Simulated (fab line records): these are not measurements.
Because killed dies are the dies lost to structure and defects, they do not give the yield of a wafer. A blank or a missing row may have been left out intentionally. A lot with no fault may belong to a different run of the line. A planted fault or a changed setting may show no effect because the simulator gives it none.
Matching of chambers | flow n5_finfet | N5_MOL_CONTACT_COAG_ETCH_89 on rie_diel-06: 4 sister chambers
The step etches underlayer in N2/H2, target depth 13 nm, time 10.4 s. 16 wafers are shown with their chamber, then 8 later ones without.

## EACH WAFER AND ITS CHAMBER
wafer  | chamber | showerhead_plenum_p_Torr (Torr) | throttle_valve_pct (%) | etch_rf_on_time_s (s)
L074.1 | 0       | 2.41                            | 18.1                   | 10.68
L074.4 | 2       | 2.63                            | 18.2                   | 10.98
L074.6 | 1       | 2.43                            | 18.2                   | 10.51
L076.3 | 0       | 2.41                            | 18.1                   | 10.66
L076.4 | 1       | 2.43                            | 18.2                   | 10.46
L076.6 | 0       | 2.41                            | 18.1                   | 10.62
L077.3 | 0       | 2.41                            | 18.1                   | 10.75
L077.4 | 1       | 2.43                            | 18.3                   | 10.66
L077.6 | 0       | 2.41                            | 18.1                   | 10.69
L082.1 | 1       | 2.42                            | 18.3                   | 10.68
L082.2 | 2       | 2.63                            | 18.3                   | 11.12
L082.6 | 2       | 2.63                            | 18.3                   | 11.18
L089.4 | 0       | 2.40                            | 18.1                   | 10.67
L089.5 | 3       | 2.44                            | 17.5                   | 10.64
L089.6 | 2       | 2.62                            | 18.3                   | 10.96
L091.1 | 1       | 2.42                            | 18.3                   | 10.47

SIGNATURES (averages over the wafers above)
reading                  | chamber 0 | chamber 1 | chamber 2 | chamber 3 | scatter within a chamber
showerhead_plenum_p_Torr | 2.4083    | 2.4260    | 2.6275    | 2.4400    | 0.00482
throttle_valve_pct       | 18.100    | 18.260    | 18.275    | 17.500    | 0.0403
etch_rf_on_time_s        | 10.6783   | 10.5560   | 11.0600   | 10.6400   | 0.0858
Rule: distance of a wafer from a chamber = root of the sum over the readings of ((wafer's reading minus chamber's mean) / reading's scatter) squared. The wafer belongs to the nearest chamber; if the next one is less than 2 further off, it can't be placed. How the scatter is found: for the shown wafers, subtract from each reading the mean of its chamber, square and add these, divide the total by (wafers less chambers), then take the root.

## WAFERS WITH NO CHAMBER GIVEN
wafer  | showerhead_plenum_p_Torr (Torr) | throttle_valve_pct (%) | etch_rf_on_time_s (s)
L091.2 | 2.62                            | 18.3                   | 10.92
L091.3 | 2.40                            | 18.2                   | 10.69
L096.2 | 2.40                            | 18.2                   | 10.66
L096.4 | 2.41                            | 18.3                   | 10.64
L096.6 | 2.62                            | 18.3                   | 11.01
L097.1 | 2.43                            | 17.6                   | 10.71
L097.5 | 2.61                            | 18.3                   | 10.95
L097.6 | 2.43                            | 17.5                   | 10.63

## WHICH CHAMBER EACH WENT THROUGH
wafer  | from the rows above     | in truth
L091.2 | 2                       | 2
L091.3 | 0                       | 0
L096.2 | 0                       | 0
L096.4 | can't be placed: 1 or 0 | 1
L096.6 | 2                       | 2
L097.1 | 3                       | 3
L097.5 | 2                       | 2
L097.6 | 3                       | 3
Placed correctly: 7 of 8. Can't be placed from these rows: 1 (the true chamber is among the candidates in 1). Wrongly placed: 0.
